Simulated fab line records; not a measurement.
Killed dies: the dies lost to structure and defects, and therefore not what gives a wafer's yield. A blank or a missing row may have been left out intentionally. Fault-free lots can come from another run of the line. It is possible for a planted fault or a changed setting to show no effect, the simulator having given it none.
fab line records    flow n5Finfet
record: lots: 6  wafers: 18  lastDay: 16
route steps=1938 shown BEOL_M12@1636 PASSIVATION@1936
lots that met no fault: taken from a fault-free run of the same line
startH: hours from the record's first day to the start of the lot's first wafer shown    waitH: how many hours have passed since the lot's step before this one    " unchanged from the row above    L1.1+2: a single row standing in for several wafers    - no value, or no start was given    * or withheld: withheld    < > ~ a bound
route shown NAME@n: a module of which the file shows steps, and the number in the route of the first    usual: the fault-free wafers' mean and standard deviation    same: alike in all rows    chamber/n: place in a boat    sites: readings site by site    _std_site: standard deviation of those values    _edge_site: the outer-site mean with the inner-site mean subtracted    radiusMm: how far each site lies from the wafer's centre    mask NAME#n: copy n    behind: the tool/chamber that last shaped the wafer    hold: why the lot went on hold/how many hours it stayed there/how the hold came to an end    device: names the non-switching transistor (n, p or np)    end of line: the tests these same wafers got at the end of their route    step lacking rows: just its recipe    killed: count of dies lost to structure and defects at first sort (not the wafer's yield)    map: the dies of a wafer, with x for killed, . for not killed, _ for no die there
set.NAME: setting as actually run; set.NAME@STEP: the setting as run at that earlier step    model.NAME: the simulator's own value behind a step, which no gauge read
lots at some steps of the route; a table a step, a row a wafer
services: from which hour (startH, from the record's first day; less than 0 if before it) a tool's chamber was out of use, for how many hours, and why
== steps ==
step: N5_BEOL_M12_ETCH_67
recipe: chemistry: CF4  target: SiARC  targetDepthA: 1430  timeS: 238.3  ionEnergyEv: 80  pressureMtorr: 40  sourceW: 545  biasW: 36  Ar_flow_sccm: 100  cf4FlowSccm: 100  ends: cleared
usual: cf4FlowSccm: 100.07/0.28  chamberPressureMTorr: 40.00/0.04  drypumpMotorCurrentA: 5.6/0.58  etchRfOnTimeS: 236/7.3  oesProductAu: 0.70/0.079  rfVppV: 184.3/1.2  showerheadPlenumPTorr: 2.16/0.074  throttleValvePct: 15.62/0.2
lot.wafer  tool        chamber  startH  waitH  cf4FlowSccm  chamberPressureMTorr  drypumpMotorCurrentA  etchRfOnTimeS  oesProductAu  rfHoursCounterH  rfVppV  showerheadPlenumPTorr  throttleValvePct
L685.2     rieDiel-06  3        260.22  0.0    100.48       40.05                 5.9                   236            0.66          126              183.6   2.15                   15.64
L685.4     "           2        "       "      100.64       39.93                 5.1                   239            0.65          118              185.8   2.27                   15.55
L685.5     "           2        "       "      100.52       40.02                 5.1                   240            0.65          -                185.5   2.27                   15.55
L689.1     rieDiel-06  3        263.15  0.0    100.00       40.02                 5.9                   243            0.65          127              184.2   2.15                   15.65
L689.4     "           2        "       "      100.26       39.97                 5.1                   241            0.65          120              183.7   2.27                   15.56
L689.6     "           0        "       "      99.79        39.98                 6.2                   232            0.81          -                184.0   2.10                   15.58
L687.2     rieDiel-05  0        271.04  0.0    100.27       40.02                 4.8                   222            0.83          24               186.7   2.27                   15.49
L687.4     "           1        "       "      100.00       39.96                 5.4                   230            0.77          -                186.3   2.25                   15.59
L687.5     "           2        "       "      100.21       39.99                 5.3                   235            0.70          -                184.2   2.15                   15.24
L694.2     rieDiel-04  3        302.74  0.0    99.77        40.01                 6.2                   244            0.62          168              181.6   2.06                   15.97
L694.5     "           1        "       "      100.22       39.96                 5.9                   224            0.80          -                183.3   2.19                   15.77
L694.6     "           2        "       "      99.95        39.97                 5.7                   241            0.74          -                182.0   2.08                   15.46
L696.2     rieDiel-04  2        315.66  0.0    99.64        40.01                 5.7                   241            0.72          53               183.8   2.07                   15.48
L696.4     "           0        "       "      100.17       40.06                 6.7                   240            0.59          234              186.3   2.20                   15.80
L696.6     "           2        "       "      99.60        39.99                 5.7                   241            0.73          -                185.3   2.07                   15.48
L700.1     rieDiel-06  3        349.86  0.0    99.60        40.00                 5.8                   241            0.63          166              184.3   2.13                   15.72
L700.3     "           2        "       "      99.96        39.98                 5.1                   237            0.63          159              184.6   2.26                   15.63
L700.4     "           2        "       "      100.41       40.11                 5.1                   237            0.63          -                187.0   2.26                   15.63
step: N5_BEOL_M12_ETCH_68
recipe: chemistry: N2/H2  target: SOC  maskMaterial: SiARC  sourceW: 3000  biasW: 350  tempC: 40  timeS: 285  ionEnergyEv: 200  pressureMtorr: 30  n2FlowSccm: 200  h2FlowSccm: 200
step: N5_BEOL_M12_STRIP_69
recipe: chemistry: N2/H2  tempC: 40  n2FlowSccm: 200  h2FlowSccm: 200  rfFrequencyHz: 6e+07
step: N5_BEOL_M12_TRENCH_ETCH_34
recipe: chemistry: C4F8/O2/Ar  target: SiOC  targetDepthA: 3189.5  maskMaterial: SOC  pressureMtorr: 30  sourceW: 3000  biasW: 700  Ar_flow_sccm: 400  C4F8_flow_sccm: 15  O2_flow_sccm: 8  heInnerTorr: 15  heOuterTorr: 30  timeS: 125.5  ionEnergyEv: 250
step: N5_BEOL_M12_STRIP_70
recipe: chemistry: C4F8/O2/Ar  resist: SiARC  rfFrequencyHz: 6e+07
step: N5_BEOL_M12_OCD_MEAS_35
usual: trenchDepthNm: 321/4.8
lot.wafer  tool    chamber  startH  waitH  trenchDepthNm
L685.2     ocd-02  -        260.70  0.0    321
L685.4     "       -        "       "      320
L685.5     "       -        "       "      318
L689.1     ocd-02  -        263.63  0.0    322
L689.4     "       -        "       "      316
L689.6     "       -        "       "      322
L687.2     ocd-02  -        271.52  0.0    320
L687.4     "       -        "       "      319
L687.5     "       -        "       "      329
L694.2     ocd-02  -        303.22  0.0    319
L694.5     "       -        "       "      320
L694.6     "       -        "       "      325
L696.2     ocd-02  -        316.15  0.0    326
L696.4     "       -        "       "      312
L696.6     "       -        "       "      328
L700.1     ocd-02  -        350.35  0.0    315
L700.3     "       -        "       "      320
L700.4     "       -        "       "      319
step: N5_BEOL_M12_STRIP_37
recipe: chemistry: N2/H2  powerW: 1000  tempC: 250  h2Frac: 0.65  overashFraction: 0.3  pressureMtorr: withheld  n2FlowSccm: 1750  h2FlowSccm: 3250
usual: drypumpMotorCurrentA: 5.68/0.055  heaterPowerW: 344/22  oesProductAu: 0.789/0.011
same: overashFraction: 0.3
lot.wafer  tool            chamber  startH  waitH  drypumpMotorCurrentA  heaterPowerW  oesProductAu  rfHoursCounterH
L685.2     plasmaAsher-02  1        260.74  0.0    5.73                  374           0.781         63
L685.4     "               1        "       "      5.72                  362           0.777         -
L685.5     "               0        "       "      5.75                  367           0.801         -
L689.1     plasmaAsher-01  1        263.67  0.0    5.67                  330           0.792         136
L689.4     "               1        "       "      5.65                  322           0.771         -
L689.6     "               1        "       "      5.64                  329           0.782         -
L687.2     plasmaAsher-01  1        271.56  0.0    5.63                  327           0.768         139
L687.4     "               1        "       "      5.61                  333           0.792         -
L687.5     "               1        "       "      5.64                  326           0.798         -
L694.2     plasmaAsher-02  1        303.26  0.0    5.76                  365           0.815         71
L694.5     "               0        "       "      5.65                  358           0.776         -
L694.6     "               1        "       "      5.75                  369           0.787         -
L696.2     plasmaAsher-02  0        316.18  0.0    5.71                  369           0.788         75
L696.4     "               0        "       "      5.72                  361           0.797         -
L696.6     "               0        "       "      5.70                  356           0.788         -
L700.1     plasmaAsher-02  1        350.38  0.0    5.72                  365           0.779         83
L700.3     "               0        "       "      5.72                  359           0.796         -
L700.4     "               1        "       "      5.68                  362           0.809         -
step: N5_BEOL_M12_ETCH_38
recipe: chemistry: CF4/N2  target: SiCN  targetDepthA: 687  taperDeg: 2  timeS: 73.4  ionEnergyEv: 150  maskMaterial: SiO2  pressureMtorr: 40  sourceW: 430  biasW: 70  Ar_flow_sccm: 100  cf4FlowSccm: 60  n2FlowSccm: 60
step: N5_BEOL_M12_PRECLEAN_39
recipe: chemistry: residueRemover  timeS: 60  tempC: 40
step: N5_BEOL_M12_SRD_40
recipe: timeS: 30  tempC: 23  rinseLiquid: diw  dry: n2Spin  spinRpm: 1500  dryTimeS: 30
step: N5_BEOL_M12_DEGAS_41
recipe: ambient: vacuum  tempC: 250  timeS: 60
usual: heaterPowerW: 346/56
lot.wafer  tool           chamber  startH  waitH  heaterPowerW
L685.2     pvdSputter-03  -        265.36  0.2    341
L685.4     "              -        "       "      432
L685.5     "              -        "       "      268
L689.1     pvdSputter-03  -        266.34  0.4    277
L689.4     "              -        "       "      437
L689.6     "              -        "       "      438
L687.2     pvdSputter-03  -        274.45  0.2    352
L687.4     "              -        "       "      339
L687.5     "              -        "       "      350
L694.2     pvdSputter-02  -        307.63  0.4    237
L694.5     "              -        "       "      243
L694.6     "              -        "       "      394
L696.2     pvdSputter-01  -        318.10  0.1    334
L696.4     "              -        "       "      322
L696.6     "              -        "       "      323
L700.1     pvdSputter-01  -        351.49  0.9    331
L700.3     "              -        "       "      373
L700.4     "              -        "       "      319
step: N5_BEOL_M12_PRE_CLEAN_42
recipe: gas: H2/He  timeS: 30  tempC: 250
usual: heaterPowerW: 347/56
lot.wafer  tool           chamber  startH  waitH  heaterPowerW
L685.2     pvdSputter-03  -        265.40  0.0    358
L685.4     "              -        "       "      422
L685.5     "              -        "       "      275
L689.1     pvdSputter-03  -        266.38  0.0    263
L689.4     "              -        "       "      432
L689.6     "              -        "       "      414
L687.2     pvdSputter-03  -        274.49  0.0    344
L687.4     "              -        "       "      338
L687.5     "              -        "       "      352
L694.2     pvdSputter-02  -        307.67  0.0    238
L694.5     "              -        "       "      236
L694.6     "              -        "       "      379
L696.2     pvdSputter-01  -        318.14  0.0    328
L696.4     "              -        "       "      321
L696.6     "              -        "       "      323
L700.1     pvdSputter-01  -        351.53  0.0    324
L700.3     "              -        "       "      374
L700.4     "              -        "       "      319
step: N5_BEOL_M12_SPUTTER_43
recipe: material: TaN  targetThkA: 150  tempC: 50  biasV: 168.6  powerW: 15000  chamberPressurePa: 0.12  timeS: 24.19
usual: throttleValvePct: 30.7/1.3
lot.wafer  tool           chamber  startH  waitH  throttleValvePct  model.TaN_of_BEOL_M12_SPUTTER_43.thkNm
L685.2     pvdSputter-03  -        265.44  0.0    31.3              15.2
L685.4     "              -        "       "      31.0              15
L685.5     "              -        "       "      30.8              14.8
L689.1     pvdSputter-03  -        266.42  0.0    30.7              14.8
L689.4     "              -        "       "      31.0              7.8
L689.6     "              -        "       "      30.9              15
L687.2     pvdSputter-03  -        274.53  0.0    31.4              15
L687.4     "              -        "       "      28.1              7.6
L687.5     "              -        "       "      30.8              14.8
L694.2     pvdSputter-02  -        307.71  0.0    31.6              15
L694.5     "              -        "       "      31.6              15
L694.6     "              -        "       "      30.9              15
L696.2     pvdSputter-01  -        318.18  0.0    28.1              15.2
L696.4     "              -        "       "      30.4              14.8
L696.6     "              -        "       "      27.8              15
L700.1     pvdSputter-01  -        351.57  0.0    28.1              14.6
L700.3     "              -        "       "      30.4              14.6
L700.4     "              -        "       "      30.6              14.4
step: N5_BEOL_M12_SPUTTER_44
recipe: material: Ta  targetThkA: 100  tempC: 50  biasV: 80  powerW: 15000  chamberPressurePa: 0.07  timeS: 16.13
step: N5_BEOL_M12_SPUTTER_45
recipe: material: Cu  targetThkA: 800  tempC: -20  biasV: 60  powerW: 26000  chamberPressurePa: 0.13  timeS: 13.33
usual: throttleValvePct: 30.7/1.3
lot.wafer  tool           chamber  startH  waitH  throttleValvePct
L685.2     pvdSputter-03  -        265.60  0.0    31.2
L685.4     "              -        "       "      30.9
L685.5     "              -        "       "      30.9
L689.1     pvdSputter-03  -        266.58  0.0    31.0
L689.4     "              -        "       "      31.0
L689.6     "              -        "       "      30.9
L687.2     pvdSputter-03  -        274.69  0.0    31.0
L687.4     "              -        "       "      28.1
L687.5     "              -        "       "      31.1
L694.2     pvdSputter-02  -        307.87  0.0    31.8
L694.5     "              -        "       "      31.7
L694.6     "              -        "       "      30.9
L696.2     pvdSputter-01  -        318.34  0.0    27.9
L696.4     "              -        "       "      30.7
L696.6     "              -        "       "      28.0
L700.1     pvdSputter-01  -        351.73  0.0    28.2
L700.3     "              -        "       "      30.4
L700.4     "              -        "       "      30.5
step: N5_BEOL_M12_ECD_47
recipe: material: Cu  targetThkA: 7200
step: N5_BEOL_M12_ANNEAL_48
recipe: tempC: 225  timeS: 90  ambient: N2
step: N5_BEOL_M12_CMP_49
recipe: stopOn: SiOC  tOverpolishS: 20.6  downForcePsi: 1  platenRpm: 50  clearingPlatenDownForcePsi: 1.5  clearingPlatenRpm: 50  postCmpClean: cuAlkaline  targetThkNm: 320  clearingPlatenPadVelocityMS: 0.99484  padVelocityMS: 0.99484
usual: barrierFieldEndpointS: 30.4/1.1  edgeZonePressureFrac: 0.999/0.0053  motorCurrentA: 5.7/0.4  padLifeWafers: 694/490  platenRpm: 50.00/0.033
lot.wafer  tool    chamber  startH  waitH  barrierFieldEndpointS  edgeZonePressureFrac  motorCurrentA  padLifeWafers  platenRpm
L685.2     cmp-02  0        267.31  0.2    31.0                   1.005                 5.6            30             50.01
L685.4     "       1        "       "      32.9                   0.997                 5.9            31             49.95
L685.5     "       1        "       "      32.7                   0.998                 5.6            -              50.01
L689.1     cmp-04  0        268.37  0.3    30.0                   0.996                 5.0            1981           50.00
L689.4     "       2        "       "      21.4                   0.995                 6.5            1983           50.02
L689.6     "       0        "       "      29.3                   1.009                 5.4            -              50.01
L687.4     cmp-03  2        275.58  0.2    22.3                   1.000                 5.6            432            50.00
L687.2     "       0        "       "      30.1                   1.002                 6.1            434            50.03
L687.5     "       3        "       "      31.9                   1.006                 5.6            -              49.98
L694.2     cmp-03  0        308.49  0.2    29.2                   1.004                 6.0            714            49.98
L694.5     "       0        "       "      28.7                   1.006                 5.9            -              49.97
L694.6     "       1        "       "      29.7                   0.993                 5.5            -              49.97
L696.2     cmp-02  1        318.99  0.2    32.0                   0.990                 6.0            450            49.99
L696.4     "       2        "       "      29.7                   0.996                 5.2            451            49.98
L696.6     "       1        "       "      30.7                   0.998                 6.1            -              50.06
L700.4     cmp-02  3        352.30  0.1    28.2                   1.005                 5.5            702            49.92
L700.3     "       0        "       "      29.5                   0.996                 5.4            703            50.03
L700.1     "       1        "       "      31.8                   0.999                 6.1            704            49.96
step: N5_BEOL_M12_THK_MEAS_50
recipe: thkMeasGauge: xrf  reads: Cu_of_BEOL_M12_ECD_47
usual: M12_THK: 323/5.4
lot.wafer  tool          chamber  startH  waitH  M12_THK[nm]
L685.2     filmMetro-01  -        267.61  -      322
L685.4     "             -        "       "      326
L685.5     "             -        "       "      322
L689.1     filmMetro-01  -        268.63  -      324
L689.4     "             -        "       "      325
L689.6     "             -        "       "      324
L687.2     filmMetro-01  -        275.87  -      319
L687.4     "             -        "       "      326
L687.5     "             -        "       "      332
L694.2     filmMetro-02  -        308.78  -      321
L694.5     "             -        "       "      320
L694.6     "             -        "       "      327
L696.2     filmMetro-02  -        319.28  -      330
L696.4     "             -        "       "      314
L696.6     "             -        "       "      330
L700.1     filmMetro-02  -        352.60  -      320
L700.3     "             -        "       "      320
L700.4     "             -        "       "      320
step: N5_PASSIVATION_PROBE_49
usual: defectLimitedYield: 91.4/1.5  killed_at_M0_to_M3: 36/11  killed_at_M4_up: 14/6  killedAtContacts: 11/6  killedAtFrontEnd: 37/11  killedAtOther: 4/3.4  killedDies: 102/18  killedOpen: 66/13  killedShort: 34/7.8  sort_bin_4_leakage: 0.00/0.017  sort_bin_5_function: 5.0/0.97  sort_bin_6_memory: 3.2/0.7  sortNPass: 1078/19  sortYieldPct: 91.3/1.6
same: grossDies: 1180  killedAtBackSide: 0  sort_bin_8_speed[%]: 0
lot.wafer  tool       chamber  startH  waitH  defectLimitedYield[%]  killed_at_M0_to_M3  killed_at_M4_up  killedAtContacts  killedAtFrontEnd  killedAtOther  killedDies  killedOpen  killedShort  sort_bin_4_leakage[%]  sort_bin_5_function[%]  sort_bin_6_memory[%]  sortNPass  sortYieldPct[%]
L689.1     prober-01  -        306.27  0.0    91.9                   32                  17               9                 34                4              96          65          31           0                      4.7                     3.0                   1084       91.9
L689.4     prober-01  -        306.42  0.2    90.8                   50                  10               8                 38                2              108         73          33           0                      5.1                     3.9                   1072       90.8
L689.6     prober-01  -        306.52  0.3    91.8                   31                  16               10                36                4              97          57          36           0                      5.4                     2.5                   1083       91.8
killed by level:class
L689.1 BEOL_M3:geometricParticle:open=9 STI_FIN_REVEAL:geometricParticle:open=7 MOL_CONTACT_COAG:geometricParticle:open=7 DUMMY_GATE:geometricParticle:open=6 BEOL_M0_SAQP:geometricParticle:short=5 ILD0:geometricParticle:open=4 BEOL_M0_SAQP:geometricParticle:open=4 BEOL_M4:geometricParticle:open=4
L689.4 BEOL_M3:geometricParticle:open=17 BEOL_M0_SAQP:geometricParticle:short=12 FIN_SAQP:geometricParticle:open=7 MOL_CONTACT_COAG:geometricParticle:open=7 BEOL_M0_SAQP:geometricParticle:open=7 STI_FIN_REVEAL:geometricParticle:open=5 BEOL_M5:geometricParticle:open=5 FIN_CUT:geometricParticle:open=4
L689.6 BEOL_M4:geometricParticle:open=9 FIN_SAQP:geometricParticle:short=8 BEOL_M1:geometricParticle:open=8 BEOL_M0_SAQP:geometricParticle:short=6 GATE_CUT:geometricParticle:short=6 STI_FIN_REVEAL:geometricParticle:open=5 MOL_CONTACT_COAG:geometricParticle:short=5 BEOL_M2:geometricParticle:open=5
== services ==
tool            chamber  startH  hours  kind
plasmaAsher-02  -        237.20  17.1   pm
rieDiel-05      3        239.05  115.1  repair
cmp-04          -        244.19  3.7    pm
cmp-02          -        244.28  4.8    pm
plasmaAsher-01  -        254.64  2.8    pm
cmp-02          -        256.68  4.0    pm
cmp-02          -        260.68  -      consumableReplace:conditioner
cmp-02          -        260.68  -      consumableReplace:pad
cmp-03          -        267.36  0.8    repair
cmp-04          -        275.10  4.0    pm
cmp-04          -        279.10  -      consumableReplace:conditioner
cmp-04          -        279.10  -      consumableReplace:pad
cmp-02          -        292.57  1.2    repair
rieDiel-06      1        300.87  -      clean
rieDiel-06      1        300.87  -      consumableReplace:focusRing
rieDiel-06      1        300.87  19.6   scheduledDown
rieDiel-06      1        300.87  19.6   ventCycle
cmp-04          -        306.94  3.3    pm
pvdSputter-02   -        321.23  1.2    repair
pvdSputter-01   -        330.79  2.4    repair
plasmaAsher-01  -        333.34  2.2    repair
rieDiel-06      0        336.10  14.8   repair
rieDiel-05      0        345.00  5.6    repair
== key ==
firstSign: step: N5_BEOL_M12_CMP_49  reading: barrierFieldEndpointS  direction: down  sigmas: 7.9  usual: 30.4  struck: 21.8
effect none on later readings
modelEffect: step: N5_BEOL_M12_SPUTTER_43  value: TaN_of_BEOL_M12_SPUTTER_43.thkNm  without: 15  struck: 7.7
metAt N5_BEOL_M12_SPUTTER_43
struckWafers L687.4,L689.4
onsetBetween 265.44 266.42
fault: kind: processParameterDrift  tool: pvdSputter-03  chamber: -  onsetH: 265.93  steps: N5_BEOL_M12_SPUTTER_43  channel: timeS  offset: *  shape: step  endH: 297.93  scope: struckWafersOnly  actsIn: *  stated: *
